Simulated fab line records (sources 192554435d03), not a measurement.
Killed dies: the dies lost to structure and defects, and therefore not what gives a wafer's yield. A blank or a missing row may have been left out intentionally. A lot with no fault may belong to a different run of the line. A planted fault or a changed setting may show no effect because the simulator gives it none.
Which tool is to blame? | flow n5 finfet | 12 lots with 36 wafers sampled at 5 steps, on a route of 1938 steps

== WHAT EACH GAUGE READ, for each wafer ==
Not one reading of a measure or inspect step in the record can be checked against a usual standard deviation.

== TOOL THAT RAN EACH LOT (tool first, then ch and the chambers of the sampled wafers, then the start) ==
lot  | N5_BEOL_M10_DEGAS_44         | N5_BEOL_M10_SURFACE_TREAT_76 | N5_BEOL_M11_HM_DEP_02        | N5_BEOL_M11_COAT_59               | N5_PASSIVATION_PROBE_49
L376 | pvd sputter-02, day 10 18:27 | pvd sputter-03, day 10 19:02 | pvd sputter-02, day 10 22:23 | litho track-05 ch 0, day 10 22:31 | -
L378 | pvd sputter-02, day 10 22:34 | pvd sputter-02, day 10 22:58 | pvd sputter-03, day 11 02:11 | litho track-01 ch 0, day 11 02:18 | prober-02, day 13 09:20
L382 | pvd sputter-02, day 11 22:26 | pvd sputter-01, day 11 22:51 | pvd sputter-01, day 12 04:19 | litho track-05 ch 0, day 12 04:26 | -
L383 | pvd sputter-02, day 12 05:31 | pvd sputter-01, day 12 07:36 | pvd sputter-02, day 12 10:29 | litho track-05 ch 0, day 12 10:37 | -
L384 | pvd sputter-03, day 12 15:26 | pvd sputter-03, day 12 15:55 | pvd sputter-02, day 12 18:56 | litho track-05 ch 0, day 12 19:05 | prober-02, day 14 14:31
L385 | pvd sputter-01, day 12 19:28 | pvd sputter-03, day 12 19:56 | pvd sputter-02, day 12 22:26 | litho track-01 ch 0, day 12 22:34 | prober-01, day 14 20:43
L389 | pvd sputter-03, day 13 15:32 | pvd sputter-03, day 13 15:57 | pvd sputter-02, day 13 20:28 | litho track-05 ch 0, day 13 20:35 | prober-01, day 15 19:57
L390 | pvd sputter-01, day 13 17:39 | pvd sputter-01, day 13 18:15 | pvd sputter-02, day 13 20:34 | litho track-05 ch 0, day 13 20:41 | -
L391 | pvd sputter-01, day 13 22:34 | pvd sputter-01, day 13 23:01 | pvd sputter-03, day 14 03:57 | litho track-05 ch 0, day 14 04:05 | prober-01, day 16 03:38
L392 | pvd sputter-01, day 14 01:38 | pvd sputter-02, day 14 02:20 | pvd sputter-03, day 14 06:43 | litho track-04 ch 0, day 14 06:50 | -
L397 | pvd sputter-03, day 15 06:11 | pvd sputter-03, day 15 06:35 | pvd sputter-01, day 15 10:19 | litho track-01 ch 0, day 15 10:27 | -
L396 | pvd sputter-01, day 15 11:38 | pvd sputter-03, day 15 13:02 | pvd sputter-02, day 15 17:44 | litho track-01 ch 0, day 15 17:52 | -
- N5_BEOL_M10_DEGAS_44: time 60 s.
- N5_BEOL_M10_SURFACE_TREAT_76
- N5_BEOL_M11_HM_DEP_02: deposits TiN, target thk 20 nm.
- N5_BEOL_M11_COAT_59: time 60 s, resist thk 100 nm.
- N5_PASSIVATION_PROBE_49

== AS READ BY THE TOOLS THEMSELVES (means over the sampled wafers that have a number; for cases with no such wafer, the mark the record gives instead) ==
N5_BEOL_M10_DEGAS_44. Usual: 348 W for heater power w, sd 41.
lot  | tool           | heater power w (W) | flag
L376 | pvd sputter-02 | 364                |
L378 | pvd sputter-02 | 334                |
L382 | pvd sputter-02 | 360                |
L383 | pvd sputter-02 | 387                |
L384 | pvd sputter-03 | 346                |
L385 | pvd sputter-01 | 313                |
L389 | pvd sputter-03 | 342                |
L390 | pvd sputter-01 | 317                |
L391 | pvd sputter-01 | 319                |
L392 | pvd sputter-01 | 329                |
L397 | pvd sputter-03 | 375                |
L396 | pvd sputter-01 | 319                |

N5_BEOL_M10_SURFACE_TREAT_76. Usual: 29.99 sccm for ar flow sccm, sd 0.091.
lot  | tool           | ar flow sccm (sccm) | flag
L376 | pvd sputter-03 | 30.00               |
L378 | pvd sputter-02 | 30.00               |
L382 | pvd sputter-01 | 29.95               |
L383 | pvd sputter-01 | 29.98               |
L384 | pvd sputter-03 | 30.02               |
L385 | pvd sputter-03 | 29.91               |
L389 | pvd sputter-03 | 30.08               |
L390 | pvd sputter-01 | 29.98               |
L391 | pvd sputter-01 | 30.05               |
L392 | pvd sputter-02 | 30.01               |
L397 | pvd sputter-03 | 30.05               |
L396 | pvd sputter-03 | 30.04               |

N5_BEOL_M11_HM_DEP_02. Usual: 30.4 % for throttle valve pct, sd 0.8.
lot  | tool           | throttle valve pct (%) | flag
L376 | pvd sputter-02 | 29.5                   |
L378 | pvd sputter-03 | 31.2                   |
L382 | pvd sputter-01 | 29.9                   |
L383 | pvd sputter-02 | 30.5                   |
L384 | pvd sputter-02 | 29.8                   |
L385 | pvd sputter-02 | 29.8                   |
L389 | pvd sputter-02 | 30.2                   |
L390 | pvd sputter-02 | 30.0                   |
L391 | pvd sputter-03 | 31.5                   |
L392 | pvd sputter-03 | 31.5                   |
L397 | pvd sputter-01 | 30.3                   |
L396 | pvd sputter-02 | 30.3                   |

N5_BEOL_M11_COAT_59. Usual: 1500.0 rpm for spin speed rpm, sd 1.1.
lot  | tool           | spin speed rpm (rpm) | flag
L376 | litho track-05 | 1500.9               |
L378 | litho track-01 | 1500.7               |
L382 | litho track-05 | 1498.9               |
L383 | litho track-05 | 1500.8               |
L384 | litho track-05 | 1499.5               |
L385 | litho track-01 | 1499.4               |
L389 | litho track-05 | 1499.2               |
L390 | litho track-05 | 1358.5               | OFF
L391 | litho track-05 | 1358.4               | OFF
L392 | litho track-04 | 1500.7               |
L397 | litho track-01 | 1499.9               |
L396 | litho track-01 | 1500.4               |

N5_PASSIVATION_PROBE_49. Usual: defect limited yield 91.0 %, standard deviation 1.5; killed_at_M0_to_M3 36, standard deviation 12; killed_at_M4_up 14, standard deviation 5.5; killed at contacts 11, standard deviation 4.8; killed at front end 42, standard deviation 12; killed at other 3.7, standard deviation 2.7; killed dies 106, standard deviation 18; killed open 70, standard deviation 13; killed short 35, standard deviation 8.2; sort_bin_5_function 5.3 %, standard deviation 1; sort_bin_6_memory 3.3 %, standard deviation 0.69; sort n pass 1074, standard deviation 18; sort yield pct 91.0 %, standard deviation 1.5.
lot  | tool      | defect limited yield (%) | killed_at_M0_to_M3 | killed_at_M4_up | killed at contacts | killed at front end | killed at other | killed dies | killed open | killed short | sort_bin_5_function (%) | sort_bin_6_memory (%) | sort n pass | sort yield pct (%) | flag
L378 | prober-02 | 90.2                     | 41                 | 16              | 10                 | 47                  | 0.7             | 115         | 75          | 37           | 5.6                     | 3.6                   | 1065        | 90.2               |
L384 | prober-02 | 91.4                     | 43                 | 11              | 14                 | 31                  | 2.7             | 101         | 67          | 33           | 5.2                     | 3.2                   | 1079        | 91.4               |
L385 | prober-01 | 89.5                     | 43                 | 17              | 8                  | 50                  | 5.7             | 124         | 81          | 39           | 6.1                     | 4.2                   | 1056        | 89.5               |
L389 | prober-01 | 91.1                     | 35                 | 7               | 11                 | 49                  | 3.3             | 105         | 72          | 32           | 5.3                     | 3.2                   | 1075        | 91.1               |
L391 | prober-01 | 91.4                     | 30                 | 22              | 5                  | 42                  | 2.0             | 102         | 61          | 36           | 5.0                     | 3.3                   | 1078        | 91.4               |

== THE ANSWER, worked out from the rows above alone ==
Rule: lot off if the mean of its wafers having a number is beyond 3 standard deviations from the usual mean. A lot without any number at a reading at which 4 lots or more have one is off too. Where the step has rows for the other lots, those lots are counted as sound. After the gauges, taken in route order, come the tools' own readings; for these a lot's mean is taken, as printed above. The first step at which some lot is off is used, and at that step the reading that is off furthest; a lot without a number counts as furthest.
Off at N5_BEOL_M11_COAT_59 (spin speed rpm): L390, L391.
A tool fits if, at that step or a process step before it, it ran every lot that is off, and no sound lot after the first of them. 2 tools fit, pvd sputter-01 at N5_BEOL_M10_SURFACE_TREAT_76 and litho track-05 at N5_BEOL_M11_COAT_59, so this cannot tell which one it is.

== WHAT THE SIMULATOR PUT IN ==
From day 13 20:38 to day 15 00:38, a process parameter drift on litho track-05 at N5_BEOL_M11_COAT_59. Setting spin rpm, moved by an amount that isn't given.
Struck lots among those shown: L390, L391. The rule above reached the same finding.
